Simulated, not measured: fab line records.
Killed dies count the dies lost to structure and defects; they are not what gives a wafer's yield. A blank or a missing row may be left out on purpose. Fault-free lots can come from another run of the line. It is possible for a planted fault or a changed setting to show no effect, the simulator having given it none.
Which tool was responsible? + flow n5 finfet + 10 lots, 30 wafers sampled, at 5 steps of a route of 1938

WHAT EACH GAUGE READ, for each wafer
N5_BEOL_M4_RC_MEAS_101. Usual: DIBL_N 37.0 mV/V, standard deviation 1.6; DIBL_P 37.0 mV/V, standard deviation 2.1; IOFF_N 0.17 nA/um, standard deviation 0.032; IOFF_P 0.22 nA/um, standard deviation 0.043; ION_N 679 uA/um, standard deviation 13; ION_P 465 uA/um, standard deviation 9.5; SS_N 71.7 mV/dec, standard deviation 0.59; SS_P 73.6 mV/dec, standard deviation 0.64; VT_N 249 mV, standard deviation 3.2; VT_P -249 mV, standard deviation 4.1.
| lot  | measured     | on        | DIBL_N (mV/V)  | DIBL_P (mV/V)  | IOFF_N (nA/um) | IOFF_P (nA/um) | ION_N (uA/um) | ION_P (uA/um) | SS_N (mV/dec)  | SS_P (mV/dec)  | VT_N (mV)   | VT_P (mV)      | flag |
|------|--------------|-----------|----------------|----------------|----------------|----------------|---------------|---------------|----------------|----------------|-------------|----------------|------|
| L519 | day 10 23:23 | prober-01 | 37.1 36.9 35.1 | 37.7 37.9 35.9 | 0.15 0.15 0.13 | 0.20 0.20 0.19 | 663 678 679   | 453 467 467   | 72.1 71.6 71.2 | 74.2 74.0 73.1 | 252 253 253 | -254 -254 -250 |      |
| L522 | day 11 19:07 | prober-01 | 38.3 39.5 38.3 | 38.2 38.6 38.5 | 0.19 0.22 0.20 | 0.23 0.24 0.22 | 691 683 685   | 469 465 467   | 72.0 72.1 71.9 | 73.2 74.2 73.5 | 246 241 245 | -249 -248 -250 |      |
| L527 | day 13 01:14 | prober-01 | 37.5 36.7 35.6 | 38.7 37.8 38.1 | 0.18 0.17 0.15 | 0.22 0.20 0.19 | 673 681 673   | 464 461 457   | 71.7 71.0 71.5 | 74.2 73.7 73.7 | 248 248 250 | -253 -253 -255 |      |
| L525 | day 13 07:55 | prober-01 | 38.4 38.3 37.5 | 38.6 39.0 37.0 | 0.20 0.21 0.18 | 0.24 0.25 0.22 | 692 705 677   | 471 473 462   | 71.3 71.4 71.6 | 73.9 74.3 73.4 | 246 243 249 | -247 -247 -248 |      |
| L532 | day 14 23:17 | prober-01 | 36.6 36.8 36.0 | 34.7 34.9 34.1 | 0.14 0.14 0.12 | 0.19 0.19 0.17 | 680 668 663   | 465 464 455   | 71.0 71.4 70.5 | 73.7 72.9 72.3 | 250 251 251 | -252 -251 -254 |      |
| L535 | day 16 03:49 | prober-02 | 36.9 36.9 36.6 | 37.1 37.8 35.7 | 0.17 0.16 0.16 | 0.22 0.24 0.21 | 685 666 689   | 469 461 467   | 71.9 71.8 71.4 | 73.2 73.5 73.7 | 249 252 250 | -251 -251 -250 |      |
| L540 | day 16 17:29 | prober-01 | 35.9 35.7 36.5 | 33.4 34.1 36.1 | 0.13 0.14 0.16 | 0.17 0.18 0.22 | 649 667 661   | 447 449 460   | 71.5 71.5 72.2 | 72.9 73.3 73.4 | 253 248 249 | -255 -253 -251 |      |

WHICH TOOL RAN EACH LOT (tool, then ch and the chambers of the sampled wafers, then the start)
| lot  | N5_BEOL_M4_ETCH_70                 | N5_BEOL_M4_ALD_84                   | N5_BEOL_M4_SURFACE_TREAT_85  | N5_BEOL_M4_SPUTTER_79        |
|------|------------------------------------|-------------------------------------|------------------------------|------------------------------|
| L519 | rie diel-03 ch 0,1,3, day 10 17:13 | ald metal-04 ch 1,2, day 10 18:06   | pvd sputter-03, day 10 18:23 | pvd sputter-03, day 10 20:29 |
| L522 | rie diel-03 ch 0,1,2, day 11 13:41 | ald metal-03 ch 2,3, day 11 14:52   | pvd sputter-03, day 11 15:20 | pvd sputter-01, day 11 15:49 |
| L527 | rie diel-02 ch 0,3, day 12 20:25   | ald metal-04 ch 0,2,3, day 12 21:23 | pvd sputter-02, day 12 21:37 | pvd sputter-02, day 12 22:08 |
| L525 | rie diel-03 ch 0,1,3, day 13 02:51 | ald metal-03 ch 1,2,3, day 13 03:50 | pvd sputter-02, day 13 04:17 | pvd sputter-01, day 13 04:47 |
| L523 | rie diel-03 ch 0,2,3, day 13 06:22 | ald metal-04 ch 0,3, day 13 07:10   | pvd sputter-03, day 13 07:28 | pvd sputter-03, day 13 07:55 |
| L526 | rie diel-02 ch 1,2,3, day 13 10:03 | ald metal-04 ch 2,3, day 13 11:07   | pvd sputter-02, day 13 11:32 | pvd sputter-03, day 13 13:28 |
| L530 | rie diel-03 ch 0,1,2, day 13 13:34 | ald metal-04 ch 0,2,3, day 13 14:32 | pvd sputter-01, day 13 14:47 | pvd sputter-01, day 13 15:20 |
| L532 | rie diel-02 ch 2,3, day 14 18:16   | ald metal-04 ch 0,1, day 14 19:31   | pvd sputter-03, day 14 19:53 | pvd sputter-01, day 14 20:21 |
| L535 | rie diel-02 ch 1,2, day 15 23:23   | ald metal-04 ch 0,1,2, day 16 00:03 | pvd sputter-02, day 16 00:17 | pvd sputter-02, day 16 00:48 |
| L540 | rie diel-02 ch 0,1,2, day 16 10:21 | ald metal-04 ch 1,3, day 16 11:13   | pvd sputter-03, day 16 11:45 | pvd sputter-03, day 16 13:51 |
- N5_BEOL_M4_ETCH_70: etches SOC in N2/H2, target depth 80 nm, overetch 24 nm, time 130 s.
- N5_BEOL_M4_ALD_84: deposits TaN, pulse time 2 s, purge time 3 s, co reactant purge time 2 s.
- N5_BEOL_M4_SURFACE_TREAT_85
- N5_BEOL_M4_SPUTTER_79: material Cu, target thk 4.5 nm, time 8.29 s.

WHAT THE TOOLS THEMSELVES READ (means of the sampled wafers that have a number; where no wafer has one, the mark that the record gives instead)
N5_BEOL_M4_ETCH_70. Usual: drypump motor current A 5.9 A, standard deviation 0.57; oes product au 0.61 a.u., standard deviation 0.056; rf vpp V 524 V, standard deviation 3.2; showerhead plenum p Torr 2.57 Torr, standard deviation 0.11; temp c 39.99 C, standard deviation 0.1; throttle valve pct 17.76 %, standard deviation 0.27.
| lot  | tool        | drypump motor current A (A) | oes product au (a.u.) | rf vpp V (V) | showerhead plenum p Torr (Torr) | temp c (C) | throttle valve pct (%) | flag |
|------|-------------|-----------------------------|-----------------------|--------------|---------------------------------|------------|------------------------|------|
| L519 | rie diel-03 | 5.8                         | 0.61                  | 525          | 2.57                            | 40.09      | 17.77                  |      |
| L522 | rie diel-03 | 5.7                         | 0.59                  | 524          | 2.55                            | 40.01      | 17.79                  |      |
| L527 | rie diel-02 | 6.3                         | 0.58                  | 528          | 2.68                            | 39.87      | 17.98                  |      |
| L525 | rie diel-03 | 5.7                         | 0.65                  | 524          | 2.56                            | 39.96      | 17.69                  |      |
| L523 | rie diel-03 | 5.6                         | 0.67                  | 526          | 2.63                            | 39.94      | 17.50                  |      |
| L526 | rie diel-02 | 6.3                         | 0.58                  | 523          | 2.53                            | 40.00      | 17.87                  |      |
| L530 | rie diel-03 | 5.7                         | 0.65                  | 524          | 2.55                            | 39.94      | 17.70                  |      |
| L532 | rie diel-02 | 6.6                         | 0.54                  | 522          | 2.50                            | 39.94      | 17.98                  |      |
| L535 | rie diel-02 | 5.9                         | 0.57                  | 521          | 2.45                            | 40.02      | 17.76                  |      |
| L540 | rie diel-02 | 5.8                         | 0.56                  | 523          | 2.52                            | 40.02      | 17.85                  |      |

N5_BEOL_M4_ALD_84. Usual: chamber pressure Torr 3.000 Torr, standard deviation 0.0061; heater power w 406 W, standard deviation 47; mfc carrier sccm 1500 sccm, standard deviation 4.4.
| lot  | tool         | chamber pressure Torr (Torr) | heater power w (W) | mfc carrier sccm (sccm) | flag |
|------|--------------|------------------------------|--------------------|-------------------------|------|
| L519 | ald metal-04 | 3.003                        | 393                | 1502                    |      |
| L522 | ald metal-03 | 2.996                        | 338                | 1497                    |      |
| L527 | ald metal-04 | 3.002                        | 423                | 1500                    |      |
| L525 | ald metal-03 | 2.999                        | 378                | 1503                    |      |
| L523 | ald metal-04 | -                            | -                  | -                       | OFF  |
| L526 | ald metal-04 | -                            | -                  | -                       | OFF  |
| L530 | ald metal-04 | -                            | -                  | -                       | OFF  |
| L532 | ald metal-04 | 2.996                        | 417                | 1504                    |      |
| L535 | ald metal-04 | 3.001                        | 374                | 1502                    |      |
| L540 | ald metal-04 | 3.001                        | 401                | 1502                    |      |

N5_BEOL_M4_SPUTTER_79. Usual: throttle valve pct at 29.7 %, with a standard deviation of 0.88.
| lot  | tool           | throttle valve pct (%) | flag |
|------|----------------|------------------------|------|
| L519 | pvd sputter-03 | 29.9                   |      |
| L522 | pvd sputter-01 | 29.7                   |      |
| L527 | pvd sputter-02 | 29.9                   |      |
| L525 | pvd sputter-01 | 29.2                   |      |
| L523 | pvd sputter-03 | 29.6                   |      |
| L526 | pvd sputter-03 | 30.1                   |      |
| L530 | pvd sputter-01 | 29.2                   |      |
| L532 | pvd sputter-01 | 29.2                   |      |
| L535 | pvd sputter-02 | 30.1                   |      |
| L540 | pvd sputter-03 | 30.3                   |      |

THE ANSWER, worked out from the rows above alone
Rule: a lot counts as off when the mean over its wafers that have a number is more than 3 standard deviations away from the usual mean. Also off: a lot with no number at a reading for which 4 or more lots have one. Any other lot the step has rows for is counted as sound. First the gauges in route order, then the tools' own readings, where a lot's mean is used as printed above. At the first step where some lot is off, the reading lying furthest off is the one used; lots without a number count as furthest.
Off at N5_BEOL_M4_ALD_84 (chamber pressure Torr): L523, L526, L530. Without a number there: L523, L526, L530.
A tool fits if, at that step or a process step before it, it ran every lot that is off, and no sound lot after the first of them. None of those tried fits.

WHAT HAD BEEN PUT IN BY THE SIMULATOR
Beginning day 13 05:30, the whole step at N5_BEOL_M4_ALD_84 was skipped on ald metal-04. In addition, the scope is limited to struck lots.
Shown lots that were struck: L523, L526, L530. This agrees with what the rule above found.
